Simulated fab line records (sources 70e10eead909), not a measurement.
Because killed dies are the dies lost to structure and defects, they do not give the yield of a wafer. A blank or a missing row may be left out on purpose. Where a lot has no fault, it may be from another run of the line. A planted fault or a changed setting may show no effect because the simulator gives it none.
Which tool was responsible? -- flow nand-harc -- 7 lots with 19 wafers sampled at 5 steps, on a route of 1302 steps

## WHAT THE GAUGES READ, wafer by wafer
NHARC_END_SORT_01.
lot,measured,on,killed-at-array
L584,day 27 16:34,prober-02,58

## EACH LOT AND THE TOOL THAT RAN IT (in order: tool; ch and the chambers of the sampled wafers; start)
lot,NHARC_P_STI_HDPCVD_20,NHARC_P_GATE_ETCHBACK_37,NHARC_P_GATE_STRIP_111,NHARC_P_CONTACT_ALD_22
L578,"hdpcvd-01 ch 1, day 3 17:29","rie-diel-11 ch 1,2,3, day 5 22:15 or earlier","plasma-asher-01 ch 0,1, day 5 22:15","ald-metal-01 ch 1,2,3, day 6 07:37"
L580,"hdpcvd-01 ch 0,1, day 4 10:29","rie-diel-02 ch 0,1,2, day 6 14:46 or earlier","plasma-asher-01 ch 0,1, day 6 14:46","ald-metal-01 ch 1,2,3, day 7 01:28"
L584,"hdpcvd-01 ch 0, day 6 03:53","rie-diel-11 ch 0, day 8 09:42 or earlier","plasma-asher-01 ch 0, day 8 09:42","ald-metal-04 ch 3, day 8 20:26"
L593,"hdpcvd-01 ch 0,1, day 9 20:22","rie-diel-11 ch 0,1,3, day 12 08:25 or earlier","plasma-asher-02 ch 0,1, day 12 08:25","ald-metal-04 ch 0,2,3, day 12 17:57"
L595,"hdpcvd-01 ch 0,1, day 10 17:13","rie-diel-02 ch 0,1, day 12 23:56 or earlier","plasma-asher-01 ch 0,1, day 12 23:56","ald-metal-01 ch 1,2, day 13 09:35"
L597,"hdpcvd-01 ch 0,1, day 11 18:04","rie-diel-02 ch 0,2,3, day 13 23:26 or earlier","plasma-asher-02 ch 0,1, day 13 23:26","ald-metal-02 ch 1,2, day 14 09:02"
L600,"hdpcvd-01 ch 0,1, day 12 15:02","rie-diel-02 ch 0,3, day 15 06:11 or earlier","plasma-asher-02 ch 0,1, day 15 06:11","ald-metal-04 ch 1,3, day 15 16:07"
- NHARC_P_STI_HDPCVD_20: deposits SiO2.
- NHARC_P_GATE_ETCHBACK_37: etches the open film in CHF3/O2, target depth 34.5 nm, time 17.2 s.
- NHARC_P_GATE_STRIP_111: strips in N2/H2, time 250 s.
- NHARC_P_CONTACT_ALD_22: deposits TiN, target thk 3 nm, pulse time 1 s, ald cycles 150.

## THE ANSWER, worked out from the rows above alone
Rule: the lots themselves supply what counts as usual. The widest of any qualifying gaps counts: lots, ordered by their means at a reading, are off when they make up no more than a third of the lots, leave a main group of 4 or more, and stand apart from it by 3 or more times the standard deviation of that group's means. A main group is skipped when, at the precision printed for the reading in the tables above, its means are all equal. A lot without any number at a reading at which 4 lots or more have one is off too. Any other lot the step has rows for is counted as sound.
No lot is off at any reading shown: from this, nothing can be told.

## WHAT HAD BEEN PUT IN BY THE SIMULATOR
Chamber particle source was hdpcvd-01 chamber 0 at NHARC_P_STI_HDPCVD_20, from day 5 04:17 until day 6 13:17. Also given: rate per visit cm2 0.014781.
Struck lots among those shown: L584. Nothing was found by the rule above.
